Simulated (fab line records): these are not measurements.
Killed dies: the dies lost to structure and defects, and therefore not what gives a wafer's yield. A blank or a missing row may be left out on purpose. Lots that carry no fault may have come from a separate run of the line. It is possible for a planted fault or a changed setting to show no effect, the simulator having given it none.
Split-lot trial -- flow n5-finfet -- 7 lots, 21 wafers read, on a route of 1938 steps

## SPLIT DETAILS
At N5_BEOL_M13_DEP_53 (deposits SiCN from 3MS/NH3, target thk 50 nm, time 17.8 s), the setting time-s was moved away from the recipe's 17.8 s on 6 of the 21 wafers read, by -14.6% to +14.3%. The other wafers ran this setting at the recipe's value.

Reading taken at the split's own step.

## THE READING
SiCN_of_BEOL_M13_DEP_53.thk-nm (the simulator's own value, which no gauge read), in nm, at N5_BEOL_M13_DEP_53 (deposits SiCN from 3MS/NH3, target thk 50 nm, time 17.8 s). There is no usual value for it anywhere in the file. Across the 15 wafers here that went through the recipe, the average is 49.9 nm and the standard deviation 0.64 nm.

wafer,"tool, chamber at the split","time-s as run, s",against the recipe,"SiCN_of_BEOL_M13_DEP_53.thk-nm, nm",against lot-mates on the recipe
L078.1,"pecvd-03, 0,1",16.07,-9.7%,44.6,-5.6
L078.2,"pecvd-03, 0,1",16.07,-9.7%,44.6,-5.6
L078.6,"pecvd-03, 0",17.8,recipe,50.2,-
L077.3,"pecvd-01, 2",17.8,recipe,50,-
L077.5,"pecvd-01, 2",16.83,-5.4%,47.6,-3.0
L077.6,"pecvd-01, 1",17.8,recipe,51.2,-
L082.3,"pecvd-01, 2,1",17.8,recipe,49.8,-
L082.4,"pecvd-01, 2,1",17.8,recipe,49.8,-
L082.5,"pecvd-01, 2",15.21,-14.6%,43,-6.8
L090.1,"pecvd-01, 0",17.8,recipe,50.6,-
L090.3,"pecvd-01, 1",20.35,+14.3%,56.4,+5.9
L090.6,"pecvd-01, 1",17.8,recipe,50.4,-
L092.1,"pecvd-01, 1,2",17.8,recipe,49.6,-
L092.2,"pecvd-01, 1,2",17.8,recipe,49.6,-
L092.6,"pecvd-01, 1",17.8,recipe,49.8,-
L095.3,"pecvd-03, 0",17.8,recipe,48.2,-
L095.5,"pecvd-03, 2",17.8,recipe,50,-
L095.6,"pecvd-03, 1",17.8,recipe,49.4,-
L094.3,"pecvd-03, 2",19.65,+10.4%,55.8,+5.5
L094.4,"pecvd-03, 1",17.8,recipe,50.2,-
L094.6,"pecvd-03, 2",17.8,recipe,50.4,-
If several chambers appear in one row, that row covers several wafers at once and the file leaves open which wafer was in which chamber.

THE FIT
A straight line over all 21 wafers: SiCN_of_BEOL_M13_DEP_53.thk-nm changes by +0.499 nm for each +1% of time-s; r = +0.98; the points scatter about the line by 0.64 nm.
The same after taking each lot's own level away (the mean of its wafers on the recipe; 21 wafers): +0.49 nm for each +1%; r = +0.99; scatter 0.52 nm.
On that fit, the largest move of time-s shifts the reading by 7.1 nm.
Across the lots, their own levels run from 49.20 to 50.60 nm, a range of 2.2 times the standard deviation given above.
Hence the lot-to-lot level has little effect on the slope; both slopes agree.
Check: with one of the wafers moved furthest among these (-14.6%) left out of the fit, the line predicts -7.44 nm for it against its lot-mates. Against them it came out at -6.8 nm.

## OTHER SPLITS ON THESE WAFERS
Note: prior to the reading, these wafers also went through further splits. Each is held against what the fit with the lots' levels taken away leaves over:
other split on the same wafers,wafers away from the commonest value,r with SiCN_of_BEOL_M13_DEP_53.thk-nm (lot level and that fit taken away)
N5_BEOL_M12_PEB_08 peb-temp-c,6,-0.18
N5_BEOL_M13_COAT_04 spin-rpm,10,-0.07

## THE FILE'S OWN FIT
SiCN_of_BEOL_M13_DEP_53.thk-nm changes by +0.48 nm for each +1% of time-s, r = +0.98.
